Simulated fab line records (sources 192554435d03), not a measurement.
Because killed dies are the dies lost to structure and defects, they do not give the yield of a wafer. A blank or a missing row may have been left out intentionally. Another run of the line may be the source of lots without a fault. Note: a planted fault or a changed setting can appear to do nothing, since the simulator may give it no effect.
Split-lot trial -- flow n5-finfet -- 39 wafers read across 7 lots, on a route 1938 steps long

== THE SPLIT ITSELF ==
At N5_DUMMY_GATE_ETCH_31 (etches SiO2 in C4F6/O2, target depth 82.5 nm, time 27.5 s), the setting target-depth-a was moved away from the recipe's 825 angstrom on 9 of the 39 wafers read, by -11.4% to -6.1%. All remaining wafers had this setting at the recipe value.

Reading taken at the split's own step.

== THE READING ==
etch.depth-nm (the simulator's own value, which no gauge read), in nm, at N5_DUMMY_GATE_ETCH_31 (etches SiO2 in C4F6/O2, target depth 82.5 nm, time 27.5 s). The file does not state a usual value for it. Average 82.49 nm, standard deviation 1.5 nm, over the 30 wafers here run with the recipe.

wafer,"tool, chamber at the split","target-depth-a as run, angstrom",against the recipe,"etch.depth-nm, nm",against lot-mates on the recipe
L074.1,"rie-diel-01, 0",825,recipe,85.22,-
L074.2,"rie-diel-01, 3",825,recipe,83.5,-
L074.3,"rie-diel-01, 2",825,recipe,82.56,-
L081.1,"rie-diel-02, 0",825,recipe,81.85,-
L081.2,"rie-diel-02, 3",825,recipe,82.2,-
L081.3,"rie-diel-02, 2",825,recipe,79.68,-
L081.4,"rie-diel-02, 1",825,recipe,82.34,-
L081.5,"rie-diel-02, 3",825,recipe,81.34,-
L081.6,"rie-diel-02, 0",825,recipe,81.61,-
L084.1,"rie-diel-01, 0",825,recipe,86.02,-
L084.2,"rie-diel-01, 3",825,recipe,83.06,-
L084.3,"rie-diel-01, 1",825,recipe,84.61,-
L084.4,"rie-diel-01, 2",825,recipe,81.43,-
L084.5,"rie-diel-01, 1",825,recipe,84.37,-
L084.6,"rie-diel-01, 2",825,recipe,81.74,-
L089.1,"rie-diel-02, 3",825,recipe,83.61,-
L089.2,"rie-diel-02, 0",825,recipe,82.14,-
L089.3,"rie-diel-02, 2",825,recipe,79.71,-
L089.4,"rie-diel-02, 1",825,recipe,83.56,-
L089.5,"rie-diel-02, 2",825,recipe,80.09,-
L089.6,"rie-diel-02, 3",825,recipe,82.75,-
L092.1,"rie-diel-03, 3",825,recipe,83.18,-
L092.2,"rie-diel-03, 2",825,recipe,83.69,-
L092.3,"rie-diel-03, 0",774.5,-6.1%,75.68,-7.30
L092.4,"rie-diel-03, 1",825,recipe,82.06,-
L092.5,"rie-diel-03, 0",774.5,-6.1%,76,-6.98
L092.6,"rie-diel-03, 1",774.5,-6.1%,77.11,-5.87
L093.1,"rie-diel-03, 0",766.9,-7.0%,74.9,-7.43
L093.2,"rie-diel-03, 2",825,recipe,83.31,-
L093.3,"rie-diel-03, 1",825,recipe,82.4,-
L093.4,"rie-diel-03, 3",766.9,-7.0%,76.77,-5.56
L093.5,"rie-diel-03, 1",766.9,-7.0%,76.4,-5.93
L093.6,"rie-diel-03, 0",825,recipe,81.28,-
L095.1,"rie-diel-01, 3",825,recipe,82.15,-
L095.2,"rie-diel-01, 1",731,-11.4%,73.82,-7.95
L095.3,"rie-diel-01, 2",731,-11.4%,71.51,-10.26
L095.4,"rie-diel-01, 0",731,-11.4%,74.56,-7.21
L095.5,"rie-diel-01, 2",825,recipe,81.41,-
L095.6,"rie-diel-01, 3",825,recipe,81.74,-

FIT RESULTS
A straight line over all 39 wafers: etch.depth-nm changes by +0.862 nm for each +1% of target-depth-a; r = +0.91; the points scatter about the line by 1.4 nm.
The same after taking each lot's own level away (the mean of its wafers on the recipe; 39 wafers): +0.829 nm for each +1%; r = +0.92; scatter 1.3 nm.
Per that fit: largest target-depth-a move, reading shift of 9.5 nm.
Measured against the standard deviation above, the lots' own levels, which go from 81.503 to 83.760 nm, span 1.5 times it.
The two slopes agree, so the slope changes little with the lot-to-lot level.
Check: for one of the wafers moved furthest among these (-11.4%), held out of the fit, the line's prediction against its lot-mates is -9.94 nm. Against them it came out at -7.95 nm.

== OTHER SPLITS APPLIED TO THESE WAFERS ==
These wafers also went through other splits before the reading. Each is held against what the fit with the lots' levels taken away leaves over:
other split on the same wafers,wafers away from the commonest value,r with etch.depth-nm (lot level and that fit taken away)
N5_WELL_APT_IMPLANT_15 energy-kev,18,+0.01
N5_FIN_SAQP_SPACER1_ALD_24 temp-c,12,+0.12
N5_DUMMY_GATE_EXPOSE_12 dose-mj,15,-0.05

== FILE'S OWN FIT ==
etch.depth-nm changes by +0.839 nm for each +1% of target-depth-a, r = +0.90.
